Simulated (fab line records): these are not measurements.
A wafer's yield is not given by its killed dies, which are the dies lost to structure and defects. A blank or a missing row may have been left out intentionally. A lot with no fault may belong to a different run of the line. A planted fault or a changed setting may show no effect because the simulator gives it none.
Which tool is to blame? | flow n5Finfet | Sampling: 15 lots, 45 wafers, 6 of 1938 route steps

== WHAT THE GAUGES READ, wafer by wafer ==
N5_BEOL_M2_THK_MEAS_53: measures by xrf. Usual: M2_THK gives 39.4 nm (standard deviation 1.3).
lot  | measured     | on           | M2_THK (nm)    | flag
L882 | day 6 23:26  | filmMetro-02 | 39.4 39.4 38.3 | 
L883 | day 7 02:41  | filmMetro-01 | 39.2 39.6 38.7 | 
L885 | day 7 15:51  | filmMetro-01 | 41.2 42.4 41.8 | 
L888 | day 8 11:43  | filmMetro-01 | 37.8 37.9 37.8 | 
L889 | day 8 20:30  | filmMetro-01 | 37.6 39.6 38.0 | 
L890 | day 9 04:04  | filmMetro-01 | 38.2 38.7 37.2 | 
L891 | day 9 05:21  | filmMetro-02 | 40.5 40.8 41.5 | 
L892 | day 9 15:07  | filmMetro-02 | 37.8 39.2 38.3 | 
L895 | day 10 04:25 | filmMetro-02 | 40.0 38.9 38.2 | 
L897 | day 10 16:30 | filmMetro-02 | 40.1 40.8 40.8 | 
L896 | day 10 20:31 | filmMetro-01 | 39.2 40.3 40.8 | 
L898 | day 10 22:02 | filmMetro-02 | 38.1 38.8 40.6 | 
L902 | day 11 21:47 | filmMetro-01 | 39.4 39.7 40.2 | 
L903 | day 12 02:02 | filmMetro-01 | 39.2 39.3 39.3 | 
L904 | day 12 14:49 | filmMetro-02 | 40.9 40.4 41.4 | 

N5_BEOL_M3_CD_MEAS_18: pitch 36 nm, target cd 18 nm. Usual: 18.1 nm for cdNm, sd 0.33.
lot  | measured     | on       | cdNm (nm)      | flag
L882 | day 7 00:54  | cdSem-03 | 18.0 18.1 18.3 | 
L883 | day 7 05:10  | cdSem-01 | 17.7 18.1 17.7 | 
L885 | day 7 17:55  | cdSem-02 | 17.9 17.8 18.2 | 
L888 | day 8 13:22  | cdSem-02 | 18.6 18.2 18.1 | 
L889 | day 8 23:03  | cdSem-03 | 18.1 18.0 17.7 | 
L890 | day 9 06:07  | cdSem-02 | 18.4 19.0 18.2 | 
L891 | day 9 07:38  | cdSem-02 | 18.4 18.6 18.6 | 
L892 | day 9 17:45  | cdSem-01 | 18.2 18.0 17.8 | 
L895 | day 10 05:58 | cdSem-01 | 18.2 18.3 18.4 | 
L897 | day 10 18:50 | cdSem-02 | - - -          | OFF
L896 | day 11 00:20 | cdSem-01 | - - -          | OFF
L898 | day 11 00:40 | cdSem-02 | - - -          | OFF
L902 | day 11 23:50 | cdSem-03 | 18.2 18.6 18.2 | 
L903 | day 12 03:43 | cdSem-02 | 18.2 18.6 18.1 | 
L904 | day 12 17:58 | cdSem-01 | 17.7 17.8 18.6 | 

N5_BEOL_M4_RC_MEAS_101. Usual: DIBL_N 35.7 mV/V, standard deviation 1.3; DIBL_P 35.4 mV/V, standard deviation 1.8; IOFF_N 0.152 nA/um, standard deviation 0.027; IOFF_P 0.20 nA/um, standard deviation 0.034; ION_N 672 uA/um, standard deviation 9.8; ION_P 461 uA/um, standard deviation 7.5; SS_N 71.4 mV/dec, standard deviation 0.55; SS_P 73.1 mV/dec, standard deviation 0.61; VT_N 251 mV, standard deviation 3.3; VT_P -251 mV, standard deviation 3.6.
lot  | measured     | on        | DIBL_N (mV/V)  | DIBL_P (mV/V)  | IOFF_N (nA/um)    | IOFF_P (nA/um) | ION_N (uA/um) | ION_P (uA/um) | SS_N (mV/dec)  | SS_P (mV/dec)  | VT_N (mV)   | VT_P (mV)      | flag
L882 | day 7 18:44  | prober-02 | 37.2 35.0 35.2 | 39.2 38.2 36.6 | 0.199 0.160 0.161 | 0.27 0.24 0.22 | 681 672 684   | 469 465 467   | 72.2 71.1 71.0 | 74.2 73.9 73.7 | 247 248 248 | -244 -246 -247 | 
L883 | day 7 23:58  | prober-01 | 34.0 35.2 34.4 | 32.5 34.1 34.2 | 0.114 0.133 0.126 | 0.16 0.18 0.18 | 661 670 659   | 457 464 452   | 70.3 70.6 71.3 | 72.7 73.5 73.0 | 255 253 255 | -255 -251 -250 | 
L885 | day 8 13:11  | prober-02 | 34.3 34.6 33.5 | 36.0 34.9 35.0 | 0.149 0.144 0.146 | 0.18 0.17 0.17 | 676 664 670   | 457 455 459   | 70.9 71.6 70.7 | 72.8 72.0 73.0 | 252 254 251 | -255 -253 -252 | 
L888 | day 9 08:35  | prober-02 | 35.7 35.7 35.1 | 36.7 36.7 36.3 | 0.162 0.163 0.152 | 0.23 0.23 0.22 | 680 678 678   | 468 467 467   | 71.3 71.4 71.0 | 72.6 72.1 73.0 | 247 247 249 | -247 -248 -247 | 
L889 | day 9 17:50  | prober-02 | 36.0 35.9 35.6 | 36.9 36.5 35.6 | 0.162 0.157 0.153 | 0.21 0.20 0.20 | 676 682 674   | 465 459 462   | 72.1 71.7 71.3 | 73.2 72.6 73.1 | 247 248 248 | -251 -250 -250 | 
L890 | day 10 02:28 | prober-02 | 33.7 35.1 33.6 | 32.3 34.0 32.7 | 0.114 0.131 0.112 | 0.16 0.19 0.17 | 666 674 666   | 458 463 467   | 70.7 71.6 72.0 | 72.2 72.7 72.5 | 256 255 255 | -253 -253 -255 | 
L891 | day 10 03:15 | prober-02 | 36.5 37.6 37.4 | 34.9 35.7 36.3 | 0.147 0.154 0.156 | 0.19 0.21 0.21 | 671 669 675   | 458 459 458   | 72.1 71.6 72.1 | 73.5 73.0 73.0 | 251 250 253 | -248 -251 -249 | 
L892 | day 10 11:20 | prober-02 | 37.7 35.7 34.8 | 38.4 35.6 34.8 | 0.186 0.148 0.139 | 0.26 0.22 0.21 | 680 662 677   | 466 463 465   | 72.5 71.3 70.7 | 74.4 73.1 73.3 | 250 250 250 | -245 -248 -248 | 
L895 | day 11 01:20 | prober-02 | 34.1 35.7 36.3 | 33.8 35.6 36.0 | 0.115 0.138 0.146 | 0.16 0.18 0.19 | 656 673 661   | 450 454 452   | 71.3 72.0 71.7 | 72.5 72.6 73.2 | 254 254 253 | -253 -255 -254 | 
L902 | day 12 17:35 | prober-02 | 33.4 33.5 36.0 | 34.1 33.9 36.6 | 0.116 0.108 0.151 | 0.15 0.15 0.18 | 656 649 663   | 451 445 452   | 71.0 70.8 71.3 | 72.4 72.5 73.1 | 256 258 251 | -258 -256 -257 | 
L903 | day 12 22:13 | prober-02 | 35.3 37.8 35.5 | 35.0 38.1 35.2 | 0.137 0.182 0.137 | 0.18 0.22 0.18 | 679 689 678   | 464 468 466   | 70.7 71.5 71.0 | 72.9 73.6 73.5 | 254 249 250 | -252 -249 -253 | 
L904 | day 13 20:10 | prober-01 | 34.3 36.4 35.3 | 34.6 36.6 35.2 | 0.123 0.150 0.124 | 0.18 0.20 0.17 | 663 673 667   | 458 464 456   | 71.2 71.5 71.2 | 72.0 73.5 72.7 | 253 250 253 | -252 -250 -251 | 

== EACH LOT AND THE TOOL THAT RAN IT (in order: tool; ch and the chambers of the sampled wafers; start) ==
lot  | N5_BEOL_M3_ETCH_74                | N5_BEOL_M3_HM_OPEN_17            | N5_BEOL_M3_STRIP_19
L882 | rieDiel-02 ch 1,3, day 7 00:29    | rieMetal-02 ch 0,1, day 7 00:42  | rieDiel-03 ch 2,3, day 7 00:50
L883 | rieDiel-02 ch 0,1,3, day 7 04:46  | rieMetal-02 ch 0,1, day 7 04:59  | rieDiel-04 ch 0,1,3, day 7 05:05
L885 | rieDiel-03 ch 2,3, day 7 17:26    | rieMetal-01 ch 0,1, day 7 17:40  | rieDiel-04 ch 1,2, day 7 17:50
L888 | rieDiel-03 ch 0,2,3, day 8 12:58  | rieMetal-01 ch 0,1, day 8 13:13  | rieDiel-03 ch 2,3, day 8 13:17
L889 | rieDiel-02 ch 0,1,3, day 8 22:38  | rieMetal-02 ch 0,1, day 8 22:51  | rieDiel-04 ch 0,3, day 8 22:58
L890 | rieDiel-03 ch 0,1,3, day 9 05:38  | rieMetal-01 ch 1, day 9 05:50    | rieDiel-02 ch 0,2,3, day 9 06:02
L891 | rieDiel-03 ch 0,1,3, day 9 07:15  | rieMetal-02 ch 0,1, day 9 07:28  | rieDiel-04 ch 0,1,3, day 9 07:34
L892 | rieDiel-04 ch 0,1,2, day 9 17:12  | rieMetal-02 ch 0,1, day 9 17:25  | rieDiel-03 ch 0,1,3, day 9 17:40
L895 | rieDiel-04 ch 0,1,3, day 10 05:29 | rieMetal-02 ch 0,1, day 10 05:42 | rieDiel-03 ch 0,2,3, day 10 05:53
L897 | rieDiel-04 ch 1,2,3, day 10 18:25 | rieMetal-02 ch 0,1, day 10 18:38 | rieDiel-02 ch 0,1,3, day 10 18:46
L896 | rieDiel-02 ch 0,2, day 10 23:55   | rieMetal-03 ch 0,1, day 11 00:08 | rieDiel-03 ch 0,2,3, day 11 00:16
L898 | rieDiel-04 ch 0,1,2, day 11 00:13 | rieMetal-03 ch 0,1, day 11 00:26 | rieDiel-02 ch 0,1,2, day 11 00:35
L902 | rieDiel-04 ch 0,1, day 11 23:22   | rieMetal-03 ch 0,1, day 11 23:35 | rieDiel-03 ch 0,2,3, day 11 23:46
L903 | rieDiel-02 ch 0,1,2, day 12 03:19 | rieMetal-03 ch 0,1, day 12 03:34 | rieDiel-03 ch 1,3, day 12 03:38
L904 | rieDiel-03 ch 0,2,3, day 12 17:32 | rieMetal-02 ch 1, day 12 17:45   | rieDiel-03 ch 0,1,2, day 12 17:53
- N5_BEOL_M3_ETCH_74: etches underlayer in N2/H2, target depth 6.5 nm, time 5.2 s.
- N5_BEOL_M3_HM_OPEN_17: chemistry Cl2/BCl3, target TiN, target depth 20 nm, overetch 6 nm.
- N5_BEOL_M3_STRIP_19: strips in O2.

== WHAT THE TOOLS THEMSELVES READ (means of the sampled wafers that have a number; where no wafer has one, the mark that the record gives instead) ==
N5_BEOL_M3_ETCH_74. Usual: drypumpMotorCurrentA 5.8 A (standard deviation 0.45); etchRfOnTimeS 5.19 s (standard deviation 0.097); oesProductAu 0.67 a.u. (standard deviation 0.085); rfFwdPowerW 819.6 W (standard deviation 2.6); rfVppV 523.0 V (standard deviation 2.8); showerheadPlenumPTorr 2.51 Torr (standard deviation 0.087); throttleValvePct 17.79 % (standard deviation 0.27).
lot  | tool       | drypumpMotorCurrentA (A) | etchRfOnTimeS (s) | oesProductAu (a.u.) | rfFwdPowerW (W) | rfVppV (V) | showerheadPlenumPTorr (Torr) | throttleValvePct (%) | flag
L882 | rieDiel-02 | 5.9                      | 5.19              | 0.64                | 819.8           | 520.9      | 2.44                         | 17.53                | 
L883 | rieDiel-02 | 5.9                      | 5.20              | 0.63                | 820.7           | 523.6      | 2.50                         | 17.76                | 
L885 | rieDiel-03 | 6.2                      | 5.22              | 0.65                | 818.1           | 521.0      | 2.45                         | 17.91                | 
L888 | rieDiel-03 | 6.2                      | 5.23              | 0.65                | 819.6           | 521.5      | 2.44                         | 17.87                | 
L889 | rieDiel-02 | 5.9                      | 5.16              | 0.70                | 819.8           | 522.5      | 2.50                         | 17.63                | 
L890 | rieDiel-03 | 5.7                      | 5.13              | 0.73                | 820.2           | 523.0      | 2.49                         | 17.73                | 
L891 | rieDiel-03 | 5.7                      | 5.13              | 0.73                | 818.2           | 522.8      | 2.49                         | 17.74                | 
L892 | rieDiel-04 | 5.8                      | 5.14              | 0.69                | 819.9           | 523.8      | 2.55                         | 17.85                | 
L895 | rieDiel-04 | 5.8                      | 5.21              | 0.61                | 818.2           | 524.6      | 2.56                         | 18.03                | 
L897 | rieDiel-04 | 5.9                      | 5.27              | 0.68                | 818.3           | 525.6      | 2.55                         | 17.87                | 
L896 | rieDiel-02 | 5.4                      | 5.17              | 0.73                | 820.6           | 523.4      | 2.50                         | 17.58                | 
L898 | rieDiel-04 | 5.8                      | 5.23              | 0.67                | 818.3           | 523.9      | 2.55                         | 17.89                | 
L902 | rieDiel-04 | 5.8                      | 5.22              | 0.60                | 818.7           | 523.5      | 2.55                         | 18.06                | 
L903 | rieDiel-02 | 5.5                      | 5.17              | 0.67                | 818.6           | 522.5      | 2.45                         | 17.61                | 
L904 | rieDiel-03 | 6.2                      | 5.22              | 0.62                | 820.6           | 520.2      | 2.42                         | 17.93                | 

N5_BEOL_M3_HM_OPEN_17. Usual: bcl3FlowSccm 21.75 sccm, standard deviation 0.066; biasW 125.9 W, standard deviation 0.34; drypumpMotorCurrentA 5.9 A, standard deviation 0.32; oesProductAu 0.66 a.u., standard deviation 0.092; rfFwdPowerW 994 W, standard deviation 3.2; throttleValvePct 21.99 %, standard deviation 0.12.
lot  | tool        | bcl3FlowSccm (sccm) | biasW (W) | drypumpMotorCurrentA (A) | oesProductAu (a.u.) | rfFwdPowerW (W) | throttleValvePct (%) | flag
L882 | rieMetal-02 | 21.74               | 125.8     | 6.2                      | 0.78                | 991             | 21.85                | 
L883 | rieMetal-02 | 21.74               | 126.0     | 6.2                      | 0.77                | 992             | 21.87                | 
L885 | rieMetal-01 | 21.82               | 125.9     | 5.4                      | 0.63                | 999             | 22.12                | 
L888 | rieMetal-01 | 21.77               | 125.8     | 5.5                      | 0.69                | 993             | 22.07                | 
L889 | rieMetal-02 | 21.81               | 126.0     | 6.2                      | 0.72                | 995             | 21.95                | 
L890 | rieMetal-01 | 21.76               | 125.7     | 5.4                      | 0.54                | 999             | 22.19                | 
L891 | rieMetal-02 | 21.74               | 125.6     | 6.2                      | 0.71                | 993             | 21.96                | 
L892 | rieMetal-02 | 21.73               | 126.2     | 6.2                      | 0.72                | 996             | 21.96                | 
L895 | rieMetal-02 | 21.70               | 125.8     | 6.1                      | 0.71                | 992             | 21.96                | 
L897 | rieMetal-02 | -                   | -         | -                        | -                   | -               | -                    | OFF
L896 | rieMetal-03 | -                   | -         | -                        | -                   | -               | -                    | OFF
L898 | rieMetal-03 | -                   | -         | -                        | -                   | -               | -                    | OFF
L902 | rieMetal-03 | 21.78               | 126.0     | 6.0                      | 0.59                | 994             | 21.96                | 
L903 | rieMetal-03 | 21.71               | 126.3     | 6.0                      | 0.58                | 996             | 21.97                | 
L904 | rieMetal-02 | 21.72               | 125.9     | 6.2                      | 0.75                | 994             | 21.79                | 

N5_BEOL_M3_STRIP_19. Usual: drypumpMotorCurrentA 5.8 A, standard deviation 0.46; oesProductAu 0.78 a.u., standard deviation 0.09; rfVppV 3.6 V, standard deviation 0.44; showerheadPlenumPTorr 2.06 Torr, standard deviation 0.066; tempC 39.99 C, standard deviation 0.11; throttleValvePct 16.65 %, standard deviation 0.24.
lot  | tool       | drypumpMotorCurrentA (A) | oesProductAu (a.u.) | rfVppV (V) | showerheadPlenumPTorr (Torr) | tempC (C) | throttleValvePct (%) | flag
L882 | rieDiel-03 | 6.2                      | 0.77                | 3.8        | 2.02                         | 40.00     | 16.61                | 
L883 | rieDiel-04 | 5.9                      | 0.74                | 3.6        | 2.11                         | 40.10     | 16.80                | 
L885 | rieDiel-04 | 6.0                      | 0.73                | 3.5        | 2.14                         | 39.99     | 16.65                | 
L888 | rieDiel-03 | 6.2                      | 0.75                | 3.7        | 2.01                         | 40.05     | 16.63                | 
L889 | rieDiel-04 | 5.8                      | 0.72                | 3.0        | 2.07                         | 40.04     | 16.93                | 
L890 | rieDiel-02 | 5.7                      | 0.89                | 3.5        | 2.10                         | 39.98     | 16.38                | 
L891 | rieDiel-04 | 5.8                      | 0.73                | 3.5        | 2.11                         | 40.09     | 16.84                | 
L892 | rieDiel-03 | 5.7                      | 0.84                | 3.4        | 2.05                         | 39.99     | 16.62                | 
L895 | rieDiel-03 | 6.2                      | 0.75                | 4.0        | 2.01                         | 40.00     | 16.73                | 
L897 | rieDiel-02 | 5.9                      | 0.80                | 3.9        | 2.05                         | 39.97     | 16.42                | 
L896 | rieDiel-03 | 6.2                      | 0.76                | 3.2        | 2.01                         | 40.03     | 16.74                | 
L898 | rieDiel-02 | 5.5                      | 0.80                | 3.8        | 2.03                         | 39.96     | 16.46                | 
L902 | rieDiel-03 | 6.2                      | 0.74                | 3.7        | 2.00                         | 39.97     | 16.77                | 
L903 | rieDiel-03 | 5.2                      | 0.87                | 3.4        | 2.10                         | 40.01     | 16.47                | 
L904 | rieDiel-03 | 5.7                      | 0.79                | 3.8        | 2.04                         | 39.97     | 16.66                | 

== THE ANSWER, worked out from the rows above alone ==
Rule: a lot is off if the mean of its wafers that have a number lies more than 3 standard deviations from the usual mean. Also off: a lot with no number at a reading for which 4 or more lots have one. The other lots that the step has rows for count as sound. The gauges are gone through in route order, then the tools' own readings, and for those a lot's mean is taken as printed above. The first step at which some lot is off is used, and at that step the reading that is off furthest; a lot without a number counts as furthest.
Off at N5_BEOL_M3_CD_MEAS_18 (cdNm): L897, L896, L898. Without a number there: L897, L896, L898.
If a tool, at a process step before that reading, ran all the lots that are off and no sound lot after the first of them, it fits. The gauges at N5_BEOL_M3_CD_MEAS_18 aren't tried: what is off there is off at N5_BEOL_M3_HM_OPEN_17 too, on other tools, and a gauge's error can't cause that. No candidate that was tried fits.

== WHAT HAD BEEN PUT IN BY THE SIMULATOR ==
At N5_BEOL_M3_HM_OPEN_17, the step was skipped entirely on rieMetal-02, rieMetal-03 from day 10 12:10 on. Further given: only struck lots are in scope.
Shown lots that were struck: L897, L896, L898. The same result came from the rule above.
